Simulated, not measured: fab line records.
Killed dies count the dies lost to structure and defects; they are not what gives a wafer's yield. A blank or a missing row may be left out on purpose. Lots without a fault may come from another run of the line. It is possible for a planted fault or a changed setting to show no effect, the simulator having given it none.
fab line records    flow nand-harc
record: lots: 14  wafers: 42  last-day: 33
route steps=1302 shown A_STAIRCASE@682
lots with no fault: from the same line, run without faults
start-h: start of the lot's first displayed wafer, in hours after the record's first day    wait-h: hours since the lot's step before    " same as the row above    L1.1+2: several wafers, shown together as one row    - no value present, or no start provided    * or withheld: withheld    < > ~ a bound
route shown NAME@n: a module of which the file shows steps, and the number in the route of the first    usual: mean/standard deviation of fault-free wafers    same: alike in all rows    chamber/n: place in a boat    sites: the reading at each site    _std_site: the values' standard deviation    _edge_site: outer sites' mean less inner sites'    radius-mm: for every site, how far away it sits from the centre of the wafer    mask NAME#n: copy n    behind: the tool/chamber that last shaped the wafer    hold: why the lot was held/for how many hours/how that ended    device: names the non-switching transistor (n, p or np)    end of line: the same wafers' tests at the end of the route    step lacking rows: just its recipe    killed: not the wafer's yield, but the dies lost to structure and defects at the first sort    map: a wafer's dies, x killed, . not, _ none there
set.NAME: the setting as run; set.NAME@STEP: as run at that earlier step    model.NAME: the simulator's own value behind a step, which no gauge read
steps of the route over a sample of lots; a table a step, a row a wafer
services: a tool's chamber out of use, with start hour (start-h, from the record's first day; less than 0 if before it), hours out, and reason
== steps ==
step: NHARC_A_STAIRCASE_ETCH_25
recipe: target-depth-a: 1000  time-s: 40.5  ion-energy-ev: 400  c4f8-flow-sccm: 20  o2-flow-sccm: 10  ar-flow-sccm: withheld  rf-w: 600  bias-w: 1000  chemistry: C4F8/O2
usual: oes-product-au: 0.945/0.0098  rf-vpp-V: 894/6.4
lot.wafer  tool         chamber  start-h  wait-h  oes-product-au  rf-hours-counter-h  rf-vpp-V
L896.1     rie-diel-06  0        -        -       0.929           16                  890
L896.5     "            2        "        "       0.947           -                   900
L896.6     "            3        "        "       0.934           -                   893
L897.2     rie-diel-04  3        -        -       0.953           55                  895
L897.3     "            1        "        "       0.953           58                  891
L897.1     "            2        "        "       0.946           59                  890
L898.2     rie-diel-04  2        -        -       0.938           2                   890
L898.3     "            1        "        "       0.941           2                   892
L898.4     "            1        "        "       0.935           -                   894
L900.2     rie-diel-04  2        -        -       0.948           14                  891
L900.1     "            1        "        "       0.954           14                  892
L900.6     "            1        "        "       0.943           -                   893
L902.1     rie-diel-06  1        -        -       0.961           29                  905
L902.6     "            1        "        "       0.959           -                   905
L902.5     "            2        "        "       0.947           -                   900
L903.1     rie-diel-04  1        -        -       0.953           23                  893
L903.4     "            2        "        "       0.948           23                  889
L903.5     "            0        "        "       0.953           -                   888
L910.4     rie-diel-07  2        -        -       0.944           9                   905
L910.3     "            0        "        "       0.947           6                   887
L910.6     "            2        "        "       0.937           -                   907
L909.4     rie-diel-07  2        -        -       0.959           10                  905
L909.5     "            2        "        "       0.951           -                   905
L909.6     "            3        "        "       0.953           -                   890
L911.3     rie-diel-06  2        -        -       0.947           8                   897
L911.2     "            1        "        "       0.953           8                   905
L911.6     "            1        "        "       0.950           -                   904
L912.1     rie-diel-06  0        -        -       0.951           15                  888
L912.5     "            2        "        "       0.945           -                   898
L912.4     "            0        "        "       0.945           -                   890
L913.2     rie-diel-06  2        -        -       0.934           14                  900
L913.3     "            0        "        "       0.941           15                  889
L913.4     "            0        "        "       0.944           -                   889
L915.1     rie-diel-07  0        -        -       0.960           23                  886
L915.6     "            2        "        "       0.944           -                   905
L915.5     "            3        "        "       0.959           -                   890
L917.1     rie-diel-07  2        -        -       0.936           41                  905
L917.5     "            0        "        "       0.950           -                   886
L917.6     "            2        "        "       0.940           -                   905
L918.2     rie-diel-06  2        -        -       0.951           30                  899
L918.4     "            1        "        "       0.944           31                  903
L918.6     "            3        "        "       0.942           -                   892
step: NHARC_A_STAIRCASE_TRIM_191
recipe: time-s: 211.2  o2-flow-sccm: 500  ar-flow-sccm: 0  bias-w: 0  chemistry: O2
usual: drypump-motor-current-A: 5.8/0.63  oes-product-au: 1.002/0.0073  rf-vpp-V: 57.8/0.92  showerhead-plenum-p-Torr: 3.47/0.17  throttle-valve-pct: 17.036/0.0095
lot.wafer  tool         chamber  start-h  wait-h  drypump-motor-current-A  oes-product-au  rf-hours-counter-h  rf-vpp-V  showerhead-plenum-p-Torr  throttle-valve-pct
L896.1     rie-diel-06  0        370.15   -       4.8                      0.993           19                  57.2      3.36                      17.021
L896.6     "            2        "        "       6.3                      0.994           -                   58.8      3.63                      17.019
L896.5     "            3        "        "       6.7                      1.004           -                   58.1      3.45                      17.035
L897.2     rie-diel-06  0        370.31   -       4.8                      1.000           19                  57.8      3.36                      17.042
L897.3     "            1        "        "       6.0                      1.013           15                  59.0      3.80                      17.049
L897.1     "            2        "        "       6.3                      0.999           15                  58.5      3.63                      17.045
L898.2     rie-diel-04  1        390.18   -       4.9                      1.005           3                   58.0      3.41                      17.037
L898.3     "            2        "        "       6.1                      1.012           3                   57.6      3.37                      17.051
L898.4     "            0        "        "       5.4                      1.006           -                   57.1      3.31                      17.016
L900.1     rie-diel-04  2        411.23   -       6.0                      1.005           14                  57.4      3.36                      17.036
L900.2     "            1        "        "       4.9                      0.997           14                  56.8      3.40                      17.045
L900.6     "            2        "        "       6.0                      1.008           -                   57.5      3.36                      17.040
L902.1     rie-diel-06  2        430.08   -       6.3                      0.739           32                  56.5      3.62                      17.039
L902.6     "            1        "        "       5.9                      0.752           -                   58.5      3.79                      17.049
L902.5     "            2        "        "       6.4                      1.005           -                   59.1      3.62                      17.039
L903.1     rie-diel-06  2        440.40   -       6.3                      0.744           34                  58.6      3.62                      17.041
L903.4     "            3        "        "       6.7                      0.738           38                  58.8      3.44                      17.022
L903.5     "            1        "        "       5.9                      1.012           -                   58.5      3.79                      17.050
L910.3     rie-diel-06  3        501.99   -       6.7                      1.009           1                   57.9      3.43                      17.028
L910.4     "            0        "        "       4.8                      1.009           1                   57.8      3.34                      17.033
L910.6     "            0        "        "       4.8                      1.010           -                   58.5      3.34                      17.028
L909.4     rie-diel-06  1        509.15   -       5.9                      1.000           3                   59.2      3.78                      17.027
L909.6     "            3        "        "       6.7                      1.023           -                   57.4      3.42                      17.033
L909.5     "            0        "        "       4.8                      1.016           -                   57.6      3.34                      17.040
L911.3     rie-diel-04  0        520.66   -       5.5                      0.997           49                  57.4      3.28                      17.035
L911.2     "            2        "        "       6.0                      1.000           52                  56.7      3.34                      17.045
L911.6     "            0        "        "       5.4                      0.992           -                   57.3      3.28                      17.034
L912.1     rie-diel-06  2        532.37   -       6.3                      1.011           15                  59.2      3.60                      17.038
L912.4     "            1        "        "       5.9                      1.005           -                   58.8      3.77                      17.034
L912.5     "            0        "        "       4.8                      1.004           -                   59.1      3.33                      17.050
L913.2     rie-diel-06  3        533.03   -       6.7                      1.000           3                   56.7      3.42                      17.040
L913.3     "            0        "        "       4.8                      1.007           17                  55.2      3.33                      17.025
L913.4     "            1        "        "       6.0                      1.003           16                  57.9      3.77                      17.038
L915.1     rie-diel-07  2        550.85   -       6.2                      1.005           32                  59.5      3.79                      17.015
L915.5     "            2        "        "       6.2                      1.003           -                   60.0      3.79                      17.039
L915.6     "            3        "        "       5.9                      1.006           -                   57.1      3.34                      17.039
L917.1     rie-diel-06  3        577.77   -       6.7                      0.997           15                  58.3      3.42                      17.042
L917.6     "            2        "        "       6.4                      1.000           -                   57.9      3.59                      17.048
L917.5     "            3        "        "       6.7                      1.000           -                   57.9      3.42                      17.038
L918.4     rie-diel-07  0        587.67   -       6.4                      0.992           34                  57.5      3.28                      17.035
L918.2     "            2        "        "       6.2                      0.996           46                  58.9      3.78                      17.044
L918.6     "            3        "        "       5.9                      1.005           -                   58.3      3.34                      17.026
step: NHARC_A_STAIRCASE_ETCH_194
recipe: target-depth-a: 1000  time-s: 40.5  ion-energy-ev: 400  c4f8-flow-sccm: 20  o2-flow-sccm: 10  ar-flow-sccm: withheld  rf-w: 600  bias-w: 1000  chemistry: C4F8/O2
usual: oes-product-au: 0.945/0.0092  rf-vpp-V: 894/6.2
lot.wafer  tool         chamber  start-h  wait-h  oes-product-au  rf-hours-counter-h  rf-vpp-V
L896.1     rie-diel-06  2        -        -       0.938           15                  899
L896.6     "            0        "        "       0.947           -                   890
L896.5     "            1        "        "       0.939           -                   904
L897.1     rie-diel-06  1        -        -       0.959           15                  905
L897.3     "            2        "        "       0.948           15                  899
L897.2     "            0        "        "       0.959           19                  890
L898.3     rie-diel-04  1        -        -       0.938           3                   891
L898.2     "            0        "        "       0.946           2                   887
L898.4     "            0        "        "       0.941           -                   887
L900.2     rie-diel-04  2        -        -       0.941           14                  889
L900.1     "            0        "        "       0.945           13                  889
L900.6     "            2        "        "       0.942           -                   890
L902.1     rie-diel-06  3        -        -       0.962           36                  893
L902.5     "            3        "        "       0.961           -                   893
L902.6     "            0        "        "       0.949           -                   889
L903.4     rie-diel-06  3        -        -       0.946           38                  891
L903.1     "            2        "        "       0.953           34                  899
L903.5     "            3        "        "       0.957           -                   893
L910.3     rie-diel-06  2        -        -       0.954           1                   898
L910.4     "            0        "        "       0.954           2                   889
L910.6     "            1        "        "       0.957           -                   904
L909.4     rie-diel-06  3        -        -       0.948           3                   892
L909.6     "            2        "        "       0.961           -                   899
L909.5     "            3        "        "       0.942           -                   893
L911.3     rie-diel-04  2        -        -       0.967           52                  888
L911.2     "            1        "        "       0.947           53                  890
L911.6     "            3        "        "       0.954           -                   894
L912.4     rie-diel-06  1        -        -       0.940           16                  905
L912.1     "            3        "        "       0.937           3                   892
L912.5     "            1        "        "       0.940           -                   904
L913.3     rie-diel-06  0        -        -       0.928           17                  889
L913.2     "            1        "        "       0.933           16                  904
L913.4     "            2        "        "       0.934           16                  898
L915.1     rie-diel-07  3        -        -       0.940           29                  889
L915.6     "            1        "        "       0.956           -                   897
L915.5     "            2        "        "       0.939           -                   906
L917.1     rie-diel-06  1        -        -       0.953           28                  903
L917.6     "            2        "        "       0.952           -                   900
L917.5     "            3        "        "       0.940           -                   893
L918.2     rie-diel-07  1        -        -       0.950           38                  897
L918.4     "            0        "        "       0.944           34                  887
L918.6     "            2        "        "       0.932           -                   906
step: NHARC_A_STAIRCASE_ETCH_197
recipe: target-depth-a: 1000  time-s: 40.5  ion-energy-ev: 400  c4f8-flow-sccm: 20  o2-flow-sccm: 10  ar-flow-sccm: withheld  rf-w: 600  bias-w: 1000  chemistry: C4F8/O2
usual: oes-product-au: 0.952/0.015  rf-vpp-V: 893/6.3
lot.wafer  tool         chamber  start-h  wait-h  oes-product-au  rf-hours-counter-h  rf-vpp-V
L896.1     rie-diel-07  3        -        -       0.964           23                  890
L896.6     "            3        "        "       0.969           -                   890
L896.5     "            0        "        "       0.977           -                   889
L897.1     rie-diel-06  1        -        -       0.947           15                  904
L897.3     "            2        "        "       0.953           15                  900
L897.2     "            0        "        "       0.953           19                  889
L898.4     rie-diel-07  2        -        -       0.968           30                  888
L898.3     "            3        "        "       0.969           28                  891
L898.2     "            0        "        "       0.984           29                  886
L900.2     rie-diel-04  1        -        -       0.949           15                  892
L900.1     "            2        "        "       0.949           15                  889
L900.6     "            2        "        "       0.952           -                   889
L902.1     rie-diel-06  0        -        -       0.948           34                  889
L902.6     "            3        "        "       0.955           -                   893
L902.5     "            0        "        "       0.961           -                   889
L903.4     rie-diel-06  0        -        -       0.935           36                  890
L903.1     "            2        "        "       0.925           35                  900
L903.5     "            0        "        "       0.935           -                   890
L910.4     rie-diel-04  1        -        -       0.953           -                   891
L910.3     "            0        "        "       0.958           -                   887
L910.6     "            0        "        "       0.966           -                   888
L909.4     rie-diel-07  1        -        -       0.983           8                   899
L909.6     "            2        "        "       0.981           -                   904
L909.5     "            3        "        "       0.962           -                   889
L911.2     rie-diel-04  1        -        -       0.925           53                  891
L911.3     "            3        "        "       0.940           24                  892
L911.6     "            2        "        "       0.947           -                   888
L912.4     rie-diel-06  0        -        -       0.936           17                  889
L912.1     "            3        "        "       0.943           4                   892
L912.5     "            1        "        "       0.935           -                   907
L913.3     rie-diel-06  1        -        -       0.957           17                  904
L913.2     "            2        "        "       0.943           16                  898
L913.4     "            3        "        "       0.955           5                   890
L915.1     rie-diel-06  2        -        -       0.976           22                  898
L915.6     "            0        "        "       0.958           -                   890
L915.5     "            1        "        "       0.952           -                   904
L917.1     rie-diel-06  1        -        -       0.943           28                  905
L917.6     "            3        "        "       0.950           -                   892
L917.5     "            0        "        "       0.953           -                   890
L918.4     rie-diel-07  3        -        -       0.947           40                  888
L918.2     "            2        "        "       0.942           46                  905
L918.6     "            0        "        "       0.944           -                   886
== services ==
tool         chamber  start-h  hours  kind
rie-diel-06  -        342.90   1.0    repair
rie-diel-04  -        363.75   2.0    repair
rie-diel-06  0        365.26   -      clean
rie-diel-06  1        365.26   -      clean
rie-diel-06  2        365.26   -      clean
rie-diel-06  3        365.26   -      clean
rie-diel-04  0        365.95   16.7   repair
rie-diel-04  -        367.82   9.0    pm
rie-diel-04  3        379.42   41.8   repair
rie-diel-06  0        389.76   -      clean
rie-diel-06  1        389.76   -      clean
rie-diel-06  2        389.76   -      clean
rie-diel-06  3        389.76   -      clean
rie-diel-07  3        432.66   18.4   repair
rie-diel-04  3        441.69   2.4    repair
rie-diel-06  -        460.05   0.5    repair
rie-diel-07  -        471.23   9.0    pm
rie-diel-04  3        479.76   23.6   repair
rie-diel-06  -        484.22   9.0    pm
rie-diel-04  2        502.68   5.3    repair
rie-diel-06  3        510.42   22.2   repair
rie-diel-04  2        528.93   13.7   repair
rie-diel-04  -        544.82   9.0    pm
rie-diel-07  3        569.64   11.1   repair
== key ==
first-sign: step: NHARC_A_STAIRCASE_TRIM_191  reading: oes-product-au  direction: down  sigmas: 35  usual: 1.002  struck: 0.743
effect none on later readings
met-at NHARC_A_STAIRCASE_TRIM_191
struck-lots L902,L903
struck-wafers L902.1,L902.6,L903.1,L903.4
later-rows-left-out L902.1,L902.6,L903.1,L903.4
sort-left-out L902.1,L902.6,L903.1,L903.4
tester-left-out L902,L903
not-acting-at NHARC_A_STAIRCASE_ETCH_25,NHARC_A_STAIRCASE_ETCH_194,NHARC_A_STAIRCASE_ETCH_197
onset-between 370.31 430.08
fault: kind: process-parameter-drift  tool: rie-diel-06  chamber: -  onset-h: 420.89  steps: NHARC_A_STAIRCASE_TRIM_191  channel: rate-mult  offset: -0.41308  shape: step  end-h: 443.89  scope: struck-wafers-only
tester-left-out: of these lots the tester's yield and bins aren't shown, on N5 and GAA mostly nor the transistor test; their killed dies are dies lost to structure and defects alone, not to doping, threshold or leakage, so they don't give the yield
sort-left-out: the simulated sort isn't trusted on such a fault, so these wafers' sort isn't shown, and their yield isn't known
later-rows-left-out: the simulator's readings of these wafers behind a module that went badly wrong aren't trusted and aren't shown, but for the sort
